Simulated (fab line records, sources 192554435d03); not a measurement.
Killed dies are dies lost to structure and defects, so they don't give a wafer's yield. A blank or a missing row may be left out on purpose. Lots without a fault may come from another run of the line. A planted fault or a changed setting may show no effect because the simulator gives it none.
Chamber matching | flow n5_finfet | N5_BEOL_M7_CURE_75 on uv_cure-02: 3 sister chambers
The step cures SiCOH lowk, time 120 s. 6 wafers are shown with their chamber, then 8 later ones without.

WAFERS WITH THEIR CHAMBER
wafer  | chamber | wafer_temp_C_max | lamp_power_pct (%)
L074.4 | 0       | 372.2            | 52.32
L074.6 | 0       | 372.3            | 52.33
L085.3 | 2       | 371.7            | 52.29
L085.4 | 2       | 371.2            | 52.31
L087.6 | 1       | 371.7            | 52.34
L094.2 | 1       | 371.9            | 52.35

WAFERS WITHOUT THEIR CHAMBER
wafer  | wafer_temp_C_max | lamp_power_pct (%)
L094.3 | 371.7            | 52.25
L094.4 | 371.3            | 52.35
L096.1 | 371.3            | 52.25
L096.2 | 372.0            | 52.39
L096.5 | 372.2            | 52.37
L097.4 | 372.4            | 52.34
L097.5 | 372.5            | 52.41
L097.6 | 371.6            | 52.30

WHICH CHAMBER EACH WENT THROUGH
wafer  | from the rows above     | in truth
L094.3 | 2                       | 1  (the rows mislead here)
L094.4 | 1                       | 1
L096.1 | 2                       | 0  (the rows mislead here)
L096.2 | 1                       | 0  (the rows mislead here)
L096.5 | can't be placed: 1 or 0 | 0
L097.4 | can't be placed: 0 or 1 | 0
L097.5 | can't be placed: 1 or 0 | 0
L097.6 | 2                       | 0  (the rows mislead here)
Placed correctly: 1 of 8. Can't be placed from these rows: 3 (the true chamber is among the candidates in 3). Placed wrongly: 4.
How it was worked out, from the rows above alone: a wafer's distance from a chamber is the root of the sum, over the readings, of the square of ((its reading less the chamber's mean) divided by the reading's scatter). The wafer belongs to the nearest chamber; if the next one is less than 2 further off, it can't be placed. A chamber's mean is the mean of its shown wafers. The scatter: the root of (the sum of the squares of (reading less its chamber's mean) over the shown wafers, divided by (wafers less chambers)).
